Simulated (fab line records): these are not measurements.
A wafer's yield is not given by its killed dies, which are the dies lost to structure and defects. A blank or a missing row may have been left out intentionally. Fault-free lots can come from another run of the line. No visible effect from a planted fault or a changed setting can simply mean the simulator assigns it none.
Lot-split experiment + flow n5_finfet + 21 wafers read across 7 lots, on a route 1938 steps long

ABOUT THE SPLIT
At N5_MIM_BOT_SPUTTER_00 (material TiN, target thk 35 nm, time 89.7 s), the setting time_s was moved away from the recipe's 89.7 s on 5 of the 21 wafers read, by -12.9% to +3.8%. For the rest of the wafers, this setting stayed at what the recipe calls for.

The reading comes from the split's own step.

THE READING
TiN_of_MIM_BOT_SPUTTER_00.thk_nm (the simulator's own value, which no gauge read), in nm, at N5_MIM_BOT_SPUTTER_00 (material TiN, target thk 35 nm, time 89.7 s). The file gives no usual value for it. The 16 wafers here that ran the recipe average 35.2 nm, standard deviation 0.26 nm.

| wafer  | tool, chamber at the split | time_s as run, s | against the recipe | TiN_of_MIM_BOT_SPUTTER_00.thk_nm, nm | against lot-mates on the recipe |
|--------|----------------------------|------------------|--------------------|--------------------------------------|---------------------------------|
| L085.1 | pvd_sputter-03, -          | 89.7             | recipe             | 35.2                                 | -                               |
| L085.2 | pvd_sputter-03, -          | 89.7             | recipe             | 35                                   | -                               |
| L085.3 | pvd_sputter-03, -          | 89.7             | recipe             | 34.8                                 | -                               |
| L084.3 | pvd_sputter-02, -          | 89.7             | recipe             | 34.8                                 | -                               |
| L084.4 | pvd_sputter-02, -          | 89.7             | recipe             | 35.2                                 | -                               |
| L084.5 | pvd_sputter-02, -          | 89.7             | recipe             | 35.4                                 | -                               |
| L086.3 | pvd_sputter-02, -          | 89.7             | recipe             | 35.2                                 | -                               |
| L086.4 | pvd_sputter-02, -          | 89.7             | recipe             | 34.6                                 | -                               |
| L086.5 | pvd_sputter-02, -          | 89.7             | recipe             | 35                                   | -                               |
| L089.1 | pvd_sputter-01, -          | 78.13            | -12.9%             | 30.6                                 | no lot-mate on the recipe       |
| L089.5 | pvd_sputter-01, -          | 78.13            | -12.9%             | 30.6                                 | no lot-mate on the recipe       |
| L089.6 | pvd_sputter-01, -          | 78.13            | -12.9%             | 30.6                                 | no lot-mate on the recipe       |
| L090.2 | pvd_sputter-03, -          | 89.7             | recipe             | 35.4                                 | -                               |
| L090.4 | pvd_sputter-03, -          | 89.7             | recipe             | 35.4                                 | -                               |
| L090.5 | pvd_sputter-03, -          | 93.13            | +3.8%              | 36.6                                 | +1.2                            |
| L096.1 | pvd_sputter-01, -          | 89.7             | recipe             | 35.4                                 | -                               |
| L096.2 | pvd_sputter-01, -          | 89.7             | recipe             | 35.4                                 | -                               |
| L096.6 | pvd_sputter-01, -          | 89.7             | recipe             | 35.4                                 | -                               |
| L097.2 | pvd_sputter-02, -          | 89.7             | recipe             | 35.4                                 | -                               |
| L097.4 | pvd_sputter-02, -          | 89.7             | recipe             | 35                                   | -                               |
| L097.5 | pvd_sputter-02, -          | 79.21            | -11.7%             | 30.8                                 | -4.4                            |

THE FIT
A straight line over all 21 wafers: TiN_of_MIM_BOT_SPUTTER_00.thk_nm changes by +0.359 nm for each +1% of time_s; r = +0.99; the points scatter about the line by 0.24 nm.
The same after taking each lot's own level away (the mean of its wafers on the recipe; 18 wafers): +0.369 nm for each +1%; r = +0.99; scatter 0.19 nm.
The reading moves by 4.8 nm for the largest change in time_s, on that fit.
Across the lots, their own levels run from 34.93 to 35.40 nm, a range of 1.8 times the standard deviation given above.
The two slopes are in agreement: the lot-to-lot level therefore moves the slope only a little.
Check: with one of the wafers moved furthest among these (-11.7%) left out of the fit, the line predicts -3.67 nm for it against its lot-mates. Against them it came out at -4.4 nm.

FURTHER SPLITS ON THESE WAFERS
Note: prior to the reading, these wafers also went through further splits. Each is held against what the fit with the lots' levels taken away leaves over:
| other split on the same wafers     | wafers away from the commonest value | r with TiN_of_MIM_BOT_SPUTTER_00.thk_nm (lot level and that fit taken away) |
|------------------------------------|--------------------------------------|-----------------------------------------------------------------------------|
| N5_BEOL_M7_EXPOSE_08 dose_mj       | 4                                    | +0.12                                                                       |
| N5_BEOL_M7_VIA_ETCH_34 time_s      | 5                                    | -0.15                                                                       |
| N5_BEOL_M7_TRENCH_ETCH_37 source_w | 5                                    | +0.10                                                                       |
| N5_BEOL_M11_EXPOSE_25 dose_mj      | 5                                    | +0.10                                                                       |
| N5_BEOL_M12_SPUTTER_43 time_s      | 8                                    | +0.17                                                                       |
| N5_BEOL_M13_SPUTTER_43 time_s      | 11                                   | -0.09                                                                       |
| N5_BEOL_M14_DEP_53 time_s          | 4                                    | -0.17                                                                       |
| N5_BEOL_M15_ILD_DEP_00 time_s      | 8                                    | -0.01                                                                       |
| N5_PASSIVATION_PECVD_00 time_s     | 5                                    | -0.19                                                                       |

FILE'S OWN FIT
TiN_of_MIM_BOT_SPUTTER_00.thk_nm changes by +0.37 nm for each +1% of time_s, r = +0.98.
